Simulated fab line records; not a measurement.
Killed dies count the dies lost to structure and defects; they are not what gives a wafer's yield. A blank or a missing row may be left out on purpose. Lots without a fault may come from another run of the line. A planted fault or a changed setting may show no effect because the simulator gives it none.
Which tool is to blame?    flow nandHarc    6 lots with 17 wafers sampled at 2 steps, on a route of 1159 steps

== WHAT THE GAUGES READ, wafer by wafer ==
NHARC_P_STI_CD_MEAS_16.
lot   measured     on        cdNm (nm)
L489  day 2 14:13  cdSem-01  195 196 200
L492  day 3 02:46  cdSem-01  204 199 194
L497  day 4 13:29  cdSem-01  201 201 200
L502  day 5 17:47  cdSem-01  198 196
L510  day 7 14:19  cdSem-01  192 205 198
L511  day 8 02:02  cdSem-02  192 199 195

== WHAT TOOL EACH LOT RAN ON (gives the tool, then ch and the chambers of the sampled wafers, and finally the start) ==
lot   NHARC_P_STI_ETCH_42
L489  rieDiel-09 ch 2,3, day 2 13:52
L492  rieDiel-12 ch 0,3, day 3 02:25
L497  rieDiel-13 ch 0,1,3, day 4 13:07
L502  rieDiel-13 ch 1,2, day 5 17:25
L510  rieDiel-13 ch 0,1, day 7 13:57
L511  rieDiel-13 ch 2,3, day 8 01:41
- NHARC_P_STI_ETCH_42: etches the open film in N2/H2, target depth 80 nm, overetch 24 nm, time 61 s.

== THE ANSWER, worked out from the rows above alone ==
Rule: usual is defined by the lots themselves. Put in order of their means at a reading, lots are off if they are a third of the lots or fewer, leave a main group of 4 or more, and stand apart from it by a gap of 3 or more times the standard deviation of the main group's means; of several such gaps the widest counts. A main group whose means are all the same, to the digits that the tables above print for the reading, isn't used. Also off: a lot with no number at a reading for which 4 or more lots have one. The other lots that the step has rows for count as sound.
Nothing can be told from this: no lot is off at any reading shown.

== WHAT HAD BEEN PUT IN BY THE SIMULATOR ==
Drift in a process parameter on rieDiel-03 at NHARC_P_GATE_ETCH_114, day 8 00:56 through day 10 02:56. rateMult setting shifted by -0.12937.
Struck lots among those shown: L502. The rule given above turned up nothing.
